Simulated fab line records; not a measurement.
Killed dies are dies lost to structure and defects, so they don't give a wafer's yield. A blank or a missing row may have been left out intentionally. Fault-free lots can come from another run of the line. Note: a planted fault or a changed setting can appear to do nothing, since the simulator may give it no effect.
The tool behind it: which one?    flow n5 finfet    Sampling: 8 lots, 24 wafers, 5 of 1938 route steps

== WHAT THE GAUGES READ, wafer by wafer ==
N5_BEOL_M4_RC_MEAS_101.
lot   measured      on         VT_N_LONG (mV)
L298  day 7 20:01   prober-01  275.8 275.3 274.2
L301  day 8 21:16   prober-02  273.7 275.3 275.0
L306  day 10 11:20  prober-01  274.4 274.8 274.5
L310  day 11 19:35  prober-01  441.6 440.1 440.3
L311  day 11 16:36  prober-01  442.4 441.5 441.8
L312  day 11 21:38  prober-02  272.8 271.8 273.9
L316  day 12 20:43  prober-02  280.1 276.5 276.6
L321  day 14 10:37  prober-01  278.8 277.9 276.9

== EACH LOT AND THE TOOL THAT RAN IT (in order: tool; ch and the chambers of the sampled wafers; start) ==
lot   N5_HKMG_FIN_STRIP_92               N5_HKMG_FIN_STRIP_89               N5_HKMG_FIN_NWFM_ALD_20             N5_HKMG_FIN_ETCH_67
L298  rie diel-02 ch 1,3, day 4 04:37    rie diel-01 ch 0,1,2, day 4 05:33  ald metal-02 ch 0,3, day 4 06:07    rie diel-01 ch 0,1,3, day 4 06:34
L301  rie diel-01 ch 1,2,3, day 5 00:08  rie diel-06 ch 1,2,3, day 5 01:04  ald metal-02 ch 2,3, day 5 01:38    rie diel-02 ch 0,2,3, day 5 02:04
L306  rie diel-06 ch 0,1,3, day 6 04:45  rie diel-02 ch 2,3, day 6 05:43    ald metal-02 ch 0,1,3, day 6 06:22  rie diel-02 ch 0,3, day 6 06:48
L310  rie diel-06 ch 0,2, day 7 04:11    rie diel-02 ch 1,3, day 7 05:07    ald metal-02 ch 0,3, day 7 05:41    rie diel-01 ch 0,2, day 7 06:07
L311  rie diel-01 ch 1,2, day 7 10:08    rie diel-01 ch 1,2,3, day 7 11:04  ald metal-02 ch 0,1,3, day 7 11:38  rie diel-06 ch 0,1,3, day 7 12:08
L312  rie diel-02 ch 0,1, day 7 15:37    rie diel-01 ch 1,2,3, day 7 16:32  ald metal-04 ch 0,2, day 7 17:11    rie diel-02 ch 0,1,3, day 7 17:37
L316  rie diel-02 ch 0,1,3, day 8 15:42  rie diel-01 ch 1,2,3, day 8 16:40  ald metal-01 ch 0,1,3, day 8 17:14  rie diel-01 ch 1,2, day 8 17:41
L321  rie diel-06 ch 0,1,3, day 9 22:09  rie diel-02 ch 1,2,3, day 9 23:05  ald metal-04 ch 1,2, day 9 23:40    rie diel-02 ch 1,3, day 10 00:10
- N5_HKMG_FIN_STRIP_92: strips SOC in N2/H2, time 20 s.
- N5_HKMG_FIN_STRIP_89: strips SOC in N2/H2, time 20 s.
- N5_HKMG_FIN_NWFM_ALD_20: deposits TiAlC, target thk 2 nm, pulse time 3 s, purge time 2 s.
- N5_HKMG_FIN_ETCH_67: etches SOC in N2/H2, stops on TiN, target depth 388.9 nm.

== THE ANSWER, worked out from the rows above alone ==
Rule: the usual values come from the lots themselves. Put in order of their means at a reading, lots are off if they are a third of the lots or fewer, leave a main group of 4 or more, and stand apart from it by a gap of 3 or more times the standard deviation of the main group's means; of several such gaps the widest counts. Not used: any main group whose means are identical at the precision the tables above print for the reading. Also off: a lot with no number at a reading for which 4 or more lots have one. Any other lot the step has rows for is counted as sound.
Off: L310, L311, at N5_BEOL_M4_RC_MEAS_101 (VT_N_LONG). The main group: mean 275.5 mV, standard deviation 1.8.
If a tool, at a process step before that reading, ran all the lots that are off and no sound lot after the first of them, it fits. The gauges at N5_BEOL_M4_RC_MEAS_101 are tried like those tools. One fits: N5_HKMG_FIN_NWFM_ALD_20 on ald metal-02. Its last sound lot is L306 (day 6 06:22), its first lot that is off L310 (day 7 05:41): a fault that began between those two fits.

== WHAT HAD BEEN PUT IN BY THE SIMULATOR ==
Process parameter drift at N5_HKMG_FIN_NWFM_ALD_20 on ald metal-02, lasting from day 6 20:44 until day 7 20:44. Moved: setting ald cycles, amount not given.
Lots struck among those shown: L311, L310. The rule above reached the same finding.
